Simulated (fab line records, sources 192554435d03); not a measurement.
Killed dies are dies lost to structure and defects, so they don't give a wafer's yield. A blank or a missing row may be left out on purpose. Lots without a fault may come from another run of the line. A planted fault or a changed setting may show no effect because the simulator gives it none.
Split-lot experiment | flow n5_finfet | 7 lots, 39 wafers read, on a route of 1938 steps

THE SPLIT
At N5_MOL_CONTACT_COAG_ALD_133 (deposits SiO2, target thk 5 nm, pulse time 1 s, co reactant pulse time 1 s), the setting ald_cycles was moved away from the recipe's 35 on 12 of the 39 wafers read, by -45.7% to +34.3%. The other wafers ran this setting at the recipe's value.

The reading is taken at the split's own step.

THE READING
SiO2_of_MOL_CONTACT_COAG_ALD_133.thk_nm (the simulator's own value, which no gauge read), in nm, at N5_MOL_CONTACT_COAG_ALD_133 (deposits SiO2, target thk 5 nm, pulse time 1 s, co reactant pulse time 1 s). The file gives no usual value for it.

wafer  | tool, chamber at the split | ald_cycles as run | against the recipe | SiO2_of_MOL_CONTACT_COAG_ALD_133.thk_nm, nm | against lot-mates on the recipe
L077.1 | ald_sin-04, 0,1,0          | 35                | recipe             | 5                                           | -
L077.4 | ald_sin-04, 0,1,0          | 35                | recipe             | 5                                           | -
L077.6 | ald_sin-04, 0,1,0          | 35                | recipe             | 5                                           | -
L077.2 | ald_sin-04, 2,3,1          | 43                | +22.9%             | 6.2                                         | +1.2
L077.3 | ald_sin-04, 2,3,1          | 43                | +22.9%             | 6.2                                         | +1.2
L077.5 | ald_sin-04, 2,3,1          | 43                | +22.9%             | 6.2                                         | +1.2
L079.1 | ald_sin-02, 3,1,0          | 35                | recipe             | 5                                           | -
L079.2 | ald_sin-02, 3,1,0          | 35                | recipe             | 5                                           | -
L079.6 | ald_sin-02, 3,1,0          | 35                | recipe             | 5                                           | -
L079.3 | ald_sin-02, 0,2,1          | 43                | +22.9%             | 6.2                                         | +1.2
L079.4 | ald_sin-02, 0,2,1          | 43                | +22.9%             | 6.2                                         | +1.2
L079.5 | ald_sin-02, 0,2,1          | 43                | +22.9%             | 6.2                                         | +1.2
L082.1 | ald_sin-04, 3,0,1          | 19                | -45.7%             | 2.6                                         | -2.4
L082.2 | ald_sin-04, 3,0,1          | 19                | -45.7%             | 2.6                                         | -2.4
L082.3 | ald_sin-04, 3,0,1          | 19                | -45.7%             | 2.6                                         | -2.4
L082.4 | ald_sin-04, 2,1,0          | 35                | recipe             | 5                                           | -
L082.5 | ald_sin-04, 2,1,0          | 35                | recipe             | 5                                           | -
L082.6 | ald_sin-04, 2,1,0          | 35                | recipe             | 5                                           | -
L083.1 | ald_sin-03, 1,0,3,2,1,0    | 35                | recipe             | 5                                           | -
L083.2 | ald_sin-03, 1,0,3,2,1,0    | 35                | recipe             | 5                                           | -
L083.3 | ald_sin-03, 1,0,3,2,1,0    | 35                | recipe             | 5                                           | -
L083.4 | ald_sin-03, 1,0,3,2,1,0    | 35                | recipe             | 5                                           | -
L083.5 | ald_sin-03, 1,0,3,2,1,0    | 35                | recipe             | 5                                           | -
L083.6 | ald_sin-03, 1,0,3,2,1,0    | 35                | recipe             | 5                                           | -
L087.1 | ald_sin-02, 1,0,2,3,0,1    | 35                | recipe             | 5                                           | -
L087.2 | ald_sin-02, 1,0,2,3,0,1    | 35                | recipe             | 5                                           | -
L087.3 | ald_sin-02, 1,0,2,3,0,1    | 35                | recipe             | 5                                           | -
L087.4 | ald_sin-02, 1,0,2,3,0,1    | 35                | recipe             | 5                                           | -
L087.5 | ald_sin-02, 1,0,2,3,0,1    | 35                | recipe             | 5                                           | -
L087.6 | ald_sin-02, 1,0,2,3,0,1    | 35                | recipe             | 5                                           | -
L089.1 | ald_sin-04, 2,1,0          | 35                | recipe             | 5                                           | -
L089.5 | ald_sin-04, 2,1,0          | 35                | recipe             | 5                                           | -
L089.6 | ald_sin-04, 2,1,0          | 35                | recipe             | 5                                           | -
L089.2 | ald_sin-04, 0,3,1          | 47                | +34.3%             | 6.8                                         | +1.8
L089.3 | ald_sin-04, 0,3,1          | 47                | +34.3%             | 6.8                                         | +1.8
L089.4 | ald_sin-04, 0,3,1          | 47                | +34.3%             | 6.8                                         | +1.8
L097.2 | ald_sin-02, 3,3,0          | 35                | recipe             | 5                                           | -
L097.4 | ald_sin-02, 3,3,0          | 35                | recipe             | 5                                           | -
L097.5 | ald_sin-02, 3,3,0          | 35                | recipe             | 5                                           | -
Where a row lists several chambers, the file gives one row for several wafers and doesn't say which wafer went through which chamber.

THE FIT
A straight line over all 39 wafers: SiO2_of_MOL_CONTACT_COAG_ALD_133.thk_nm changes by +0.0525 nm for each +1% of ald_cycles; r = +1.00; the points scatter about the line by 0 nm.
The same after taking each lot's own level away (the mean of its wafers on the recipe; 39 wafers): +0.0525 nm for each +1%; r = +1.00; scatter 0 nm.
On that fit, the largest move of ald_cycles shifts the reading by 2.4 nm.
The lots' own levels span 5.00 to 5.00 nm.
So the lot-to-lot level changes the slope little: the two slopes agree.
Check: with one of the wafers moved furthest among these (-45.7%) left out of the fit, the line predicts -2.4 nm for it against its lot-mates. It came out at -2.4 nm against them.

OTHER SPLITS ON THESE WAFERS
These wafers also went through other splits before the reading. Each is held against what the fit with the lots' levels taken away leaves over:
other split on the same wafers       | wafers away from the commonest value | r with SiO2_of_MOL_CONTACT_COAG_ALD_133.thk_nm (lot level and that fit taken away)
N5_ZERO_LAYER_ETCH_18 target_depth_a | 12                                   | -0.47
N5_SD_EPI_N_ETCH_35 time_s           | 9                                    | +0.00
N5_ILD0_PRECLEAN_10 time_s           | 15                                   | +0.27

THE FILE'S OWN FIT
SiO2_of_MOL_CONTACT_COAG_ALD_133.thk_nm changes by +0.0525 nm for each +1% of ald_cycles, r = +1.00.
